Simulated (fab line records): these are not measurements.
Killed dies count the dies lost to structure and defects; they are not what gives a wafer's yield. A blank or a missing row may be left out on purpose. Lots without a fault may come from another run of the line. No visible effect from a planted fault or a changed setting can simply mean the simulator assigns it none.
Chamber matching ; flow n5 finfet ; N5_BEOL_M8_CURE_75 on uv cure-03 has 3 sister chambers
The step cures SiCOH lowk, time 120 s. 14 wafers are shown with their chamber, then 7 later ones without.

## WAFERS WITH THEIR CHAMBER
wafer;chamber;wafer_temp_C_max;lamp power pct (%)
L074.3;2;373.8;52.17
L074.4;2;373.2;52.29
L074.5;2;372.2;52.29
L082.2;2;373.5;52.23
L082.4;2;372.0;52.36
L082.5;2;372.4;52.33
L088.1;1;371.6;52.31
L088.2;1;371.4;52.33
L088.3;1;371.1;52.24
L087.1;0;372.2;52.25
L087.2;0;371.2;52.22
L087.4;0;371.8;52.28
L087.3;0;371.4;52.37
L087.5;0;371.7;52.44

SIGNATURES (means of the wafers above)
reading;chamber 0;chamber 1;chamber 2;scatter within a chamber
wafer_temp_C_max;371.660;371.367;372.850;0.565
lamp power pct;52.3120;52.2933;52.2783;0.0746
Rule: for a wafer and a chamber, the distance is found by dividing, reading by reading, the gap between the wafer's reading and the chamber's mean by the reading's scatter, squaring, summing and taking the root. If the next closest chamber is less than 2 further off than the closest, the wafer can't be placed; otherwise it belongs to the closest. The scatter: take each reading less its chamber's mean, square it, sum over the shown wafers, divide by the number of wafers less the number of chambers, and take the root.

## WAFERS WITHOUT THEIR CHAMBER
wafer;wafer_temp_C_max;lamp power pct (%)
L087.6;371.6;52.31
L093.1;371.6;52.29
L093.3;371.5;52.27
L093.6;371.2;52.29
L095.1;371.2;52.30
L095.2;371.6;52.33
L095.5;371.4;52.25

## WHICH CHAMBER EACH ONE RAN IN
wafer;from the rows above;in truth
L087.6;can't be placed: 0 or 1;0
L093.1;can't be placed: 0 or 1 or 2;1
L093.3;can't be placed: 1 or 0 or 2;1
L093.6;can't be placed: 1 or 0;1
L095.1;can't be placed: 1 or 0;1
L095.2;can't be placed: 0 or 1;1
L095.5;can't be placed: 1 or 0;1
Placed correctly: 0 of 7. Not placeable from these rows: 7 (in 7, the candidates include the true chamber). Wrongly placed: 0.
